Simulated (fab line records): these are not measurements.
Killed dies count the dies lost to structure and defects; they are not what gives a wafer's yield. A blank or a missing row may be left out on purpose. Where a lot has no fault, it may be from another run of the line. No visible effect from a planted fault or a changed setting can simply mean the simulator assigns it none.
Matching of chambers ; flow n5Finfet ; 3 sister chambers for N5_BEOL_M5_CURE_80 on uvCure-01
The step cures SiCOH lowk, time 120 s. 20 wafers are shown with their chamber, then 10 later ones without.

WAFERS WITH THEIR CHAMBER
wafer;chamber;wafer_temp_C_max;lampPowerPct (%)
L075.1;1;371.6;52.33
L075.2;1;371.8;52.31
L075.6;1;371.9;52.29
L075.3;1;372.1;52.33
L075.4;1;371.9;52.32
L075.5;1;372.2;52.45
L083.1;0;370.9;52.33
L083.2;0;371.6;52.37
L083.6;0;371.8;52.31
L080.1;2;372.1;52.31
L080.2;2;371.1;52.33
L080.4;2;371.1;52.24
L088.1;0;371.2;52.27
L088.4;0;371.6;52.34
L088.5;0;372.0;52.32
L089.1;2;371.3;52.18
L089.2;2;371.3;52.30
L089.4;2;371.3;52.31
L089.3;2;371.2;52.27
L089.5;2;372.0;52.25

SIGNATURES (means of the wafers above)
reading;chamber 0;chamber 1;chamber 2;scatter within a chamber
wafer_temp_C_max;371.517;371.917;371.425;0.354
lampPowerPct;52.3233;52.3383;52.2737;0.0477
Rule: for a wafer and a chamber, the distance is found by dividing, reading by reading, the gap between the wafer's reading and the chamber's mean by the reading's scatter, squaring, summing and taking the root. The wafer belongs to the nearest chamber; if the next one is less than 2 further off, it can't be placed. The scatter: take each reading less its chamber's mean, square it, sum over the shown wafers, divide by the number of wafers less the number of chambers, and take the root.

WAFERS MISSING THEIR CHAMBER
wafer;wafer_temp_C_max;lampPowerPct (%)
L089.6;371.5;52.36
L093.1;371.5;52.32
L093.2;371.2;52.32
L093.4;371.4;52.27
L093.3;371.7;52.28
L093.5;371.9;52.30
L093.6;371.2;52.27
L095.2;370.8;52.35
L095.3;371.4;52.34
L095.4;371.9;52.27

WHICH CHAMBER EACH WENT THROUGH
wafer;from the rows above;in truth
L089.6;can't be placed: 0 or 1 or 2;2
L093.1;can't be placed: 0 or 2 or 1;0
L093.2;can't be placed: 0 or 2 or 1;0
L093.4;can't be placed: 2 or 0 or 1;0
L093.3;can't be placed: 2 or 0 or 1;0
L093.5;can't be placed: 1 or 0 or 2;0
L093.6;can't be placed: 2 or 0 or 1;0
L095.2;can't be placed: 0 or 2 or 1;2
L095.3;can't be placed: 0 or 2 or 1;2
L095.4;can't be placed: 2 or 1 or 0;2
0 of 10 placed correctly. Unplaceable from these rows: 10, with the true chamber sitting among the candidates in 10. Wrongly placed: 0.
